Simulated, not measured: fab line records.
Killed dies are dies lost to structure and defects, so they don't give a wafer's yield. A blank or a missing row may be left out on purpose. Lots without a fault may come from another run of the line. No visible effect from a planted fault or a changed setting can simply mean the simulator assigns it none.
The tool behind it: which one? | flow n5-finfet | 12 lots, 35 wafers sampled, at 4 steps of a route of 1938

## WHAT EACH GAUGE READ, for each wafer
Not one reading of a measure or inspect step in the record can be checked against a usual standard deviation.

## WHAT TOOL EACH LOT RAN ON (gives the tool, then ch and the chambers of the sampled wafers, and finally the start)
lot  | N5_BEOL_M5_PRE_CLEAN_45      | N5_MIM_BOT_ETCH_STRIP_01           | N5_PASSIVATION_STRIP_48            | N5_PASSIVATION_PROBE_49
L676 | pvd-sputter-02, day 11 05:33 | rie-diel-01 ch 1,2, day 15 11:35   | rie-diel-03 ch 1,2, day 15 17:57   | -
L679 | pvd-sputter-03, day 12 02:25 | rie-diel-03 ch 1,3, day 15 20:16   | rie-diel-03 ch 1,2, day 16 04:53   | -
L678 | pvd-sputter-02, day 12 12:43 | rie-diel-03 ch 1,2, day 16 00:53   | rie-diel-03 ch 0,2,3, day 16 08:22 | -
L677 | pvd-sputter-02, day 12 15:44 | rie-diel-03 ch 0,2, day 16 00:23   | rie-diel-01 ch 1,2, day 16 07:59   | -
L681 | pvd-sputter-03, day 13 06:45 | rie-diel-01 ch 0,1, day 17 17:32   | rie-diel-04 ch 0,1,2, day 18 00:07 | -
L688 | pvd-sputter-01, day 13 16:38 | rie-diel-01 ch 0,3, day 18 05:01   | rie-diel-04 ch 0,2, day 18 18:39   | -
L686 | pvd-sputter-01, day 13 22:13 | rie-diel-04 ch 1,2, day 18 19:19   | rie-diel-03 ch 1,3, day 19 00:58   | -
L683 | pvd-sputter-03, day 14 06:16 | rie-diel-04 ch 0,1,2, day 18 11:23 | rie-diel-03 ch 1,2,3, day 18 19:43 | -
L685 | pvd-sputter-02, day 14 10:44 | rie-diel-04 ch 1,2, day 18 19:09   | rie-diel-01 ch 0,1, day 19 00:25   | -
L692 | pvd-sputter-02, day 14 22:53 | rie-diel-01 ch 0,3, day 19 04:59   | rie-diel-04 ch 1,2,3, day 19 13:15 | -
L694 | pvd-sputter-01, day 16 08:19 | rie-diel-03 ch 0,3, day 21 00:55   | rie-diel-03 ch 0,1, day 21 09:01   | prober-02, day 21 11:34
L699 | pvd-sputter-02, day 17 17:54 | rie-diel-01 ch 1,2, day 21 16:37   | rie-diel-03 ch 0,2,3, day 21 23:50 | -
- N5_BEOL_M5_PRE_CLEAN_45: time 30 s.
- N5_MIM_BOT_ETCH_STRIP_01: strips in O2.
- N5_PASSIVATION_STRIP_48: strips in O2.
- N5_PASSIVATION_PROBE_49

## AS READ BY THE TOOLS THEMSELVES (means over the sampled wafers that have a number; for cases with no such wafer, the mark the record gives instead)
N5_BEOL_M5_PRE_CLEAN_45.
lot  | tool           | heater-power-w (W)
L676 | pvd-sputter-02 | 290
L679 | pvd-sputter-03 | 293
L678 | pvd-sputter-02 | 318
L677 | pvd-sputter-02 | 295
L681 | pvd-sputter-03 | 301
L688 | pvd-sputter-01 | 337
L686 | pvd-sputter-01 | 340
L683 | pvd-sputter-03 | 328
L685 | pvd-sputter-02 | 312
L692 | pvd-sputter-02 | 289
L694 | pvd-sputter-01 | 338
L699 | pvd-sputter-02 | 292

N5_MIM_BOT_ETCH_STRIP_01.
lot  | tool        | drypump-motor-current-A (A) | oes-product-au (a.u.) | rf-vpp-V (V) | showerhead-plenum-p-Torr (Torr) | throttle-valve-pct (%)
L676 | rie-diel-01 | 5.59                        | 0.73                  | 3.4          | 2.10                            | 17.00
L679 | rie-diel-03 | 5.68                        | 0.73                  | 3.1          | 1.97                            | 16.70
L678 | rie-diel-03 | 5.88                        | 0.69                  | 3.2          | 2.09                            | 16.87
L677 | rie-diel-03 | 5.73                        | 0.80                  | 2.7          | 2.10                            | 16.62
L681 | rie-diel-01 | 5.69                        | 0.76                  | 4.8          | 2.04                            | 16.68
L688 | rie-diel-01 | 5.83                        | 0.81                  | 4.7          | 2.01                            | 16.40
L686 | rie-diel-04 | 5.58                        | 0.84                  | 5.0          | 2.10                            | 16.56
L683 | rie-diel-04 | 5.73                        | 0.84                  | 4.4          | 2.08                            | 16.66
L685 | rie-diel-04 | 5.76                        | 0.83                  | 5.1          | 2.07                            | 16.57
L692 | rie-diel-01 | 5.83                        | 0.80                  | 4.8          | 2.00                            | 16.38
L694 | rie-diel-03 | 5.59                        | 0.74                  | 4.0          | 1.98                            | 16.60
L699 | rie-diel-01 | 5.57                        | 0.80                  | 4.6          | 2.11                            | 16.75

N5_PASSIVATION_STRIP_48.
lot  | tool        | drypump-motor-current-A (A) | oes-product-au (a.u.) | rf-vpp-V (V) | showerhead-plenum-p-Torr (Torr) | throttle-valve-pct (%)
L676 | rie-diel-03 | 5.89                        | 0.70                  | 2.6          | 2.09                            | 16.84
L679 | rie-diel-03 | 5.87                        | 0.71                  | 5.9          | 2.05                            | 16.94
L678 | rie-diel-03 | 5.71                        | 0.79                  | 4.7          | 2.06                            | 16.65
L677 | rie-diel-01 | 5.61                        | 0.72                  | 0.3          | 2.12                            | 16.95
L681 | rie-diel-04 | 5.72                        | 0.83                  | 2.7          | 2.08                            | 16.62
L688 | rie-diel-04 | 5.57                        | 0.81                  | 3.9          | 2.11                            | 16.68
L686 | rie-diel-03 | 5.74                        | 0.70                  | 2.6          | 1.98                            | 16.88
L683 | rie-diel-03 | 5.80                        | 0.79                  | 4.0          | 2.03                            | 16.71
L685 | rie-diel-01 | 5.68                        | 0.77                  | 3.6          | 2.04                            | 16.72
L692 | rie-diel-04 | 5.53                        | 0.78                  | 2.4          | 2.11                            | 16.83
L694 | rie-diel-03 | 5.62                        | 0.79                  | 1.9          | 2.03                            | 16.73
L699 | rie-diel-03 | 5.71                        | 0.82                  | 3.9          | 2.04                            | 16.55

N5_PASSIVATION_PROBE_49.
lot  | tool      | defect-limited-yield (%) | killed_at_M0_to_M3 | killed_at_M4_up | killed-at-contacts | killed-at-front-end | killed-at-other | killed-dies | killed-on-rim | killed-open | killed-short | sort_bin_4_leakage (%) | sort_bin_5_function (%) | sort_bin_6_memory (%) | sort_bin_8_speed (%) | sort-n-pass | sort-yield-pct (%)
L694 | prober-02 | 89.1                     | 30                 | 38              | 11                 | 47                  | 2               | 128         | 21            | 71          | 36           | 0.00                   | 6.6                     | 3.7                   | 0.0                  | 1052        | 89.1

## THE ANSWER, worked out from the rows above alone
Rule: usual is defined by the lots themselves. Put in order of their means at a reading, lots are off if they are a third of the lots or fewer, leave a main group of 4 or more, and stand apart from it by a gap of 3 or more times the standard deviation of the main group's means; of several such gaps the widest counts. If all means in a main group match to the digits the tables above print for the reading, that group is not used. Also off: a lot with no number at a reading for which 4 or more lots have one. Where the step has rows for the other lots, those lots are counted as sound. First the gauges in route order, then the tools' own readings, where a lot's mean is used as printed above. At the first step where some lot is off, the reading lying furthest off is the one used; lots without a number count as furthest.
No lot is off on any of the readings shown, so nothing can be concluded from this.

## WHAT THE SIMULATOR HAD INSERTED
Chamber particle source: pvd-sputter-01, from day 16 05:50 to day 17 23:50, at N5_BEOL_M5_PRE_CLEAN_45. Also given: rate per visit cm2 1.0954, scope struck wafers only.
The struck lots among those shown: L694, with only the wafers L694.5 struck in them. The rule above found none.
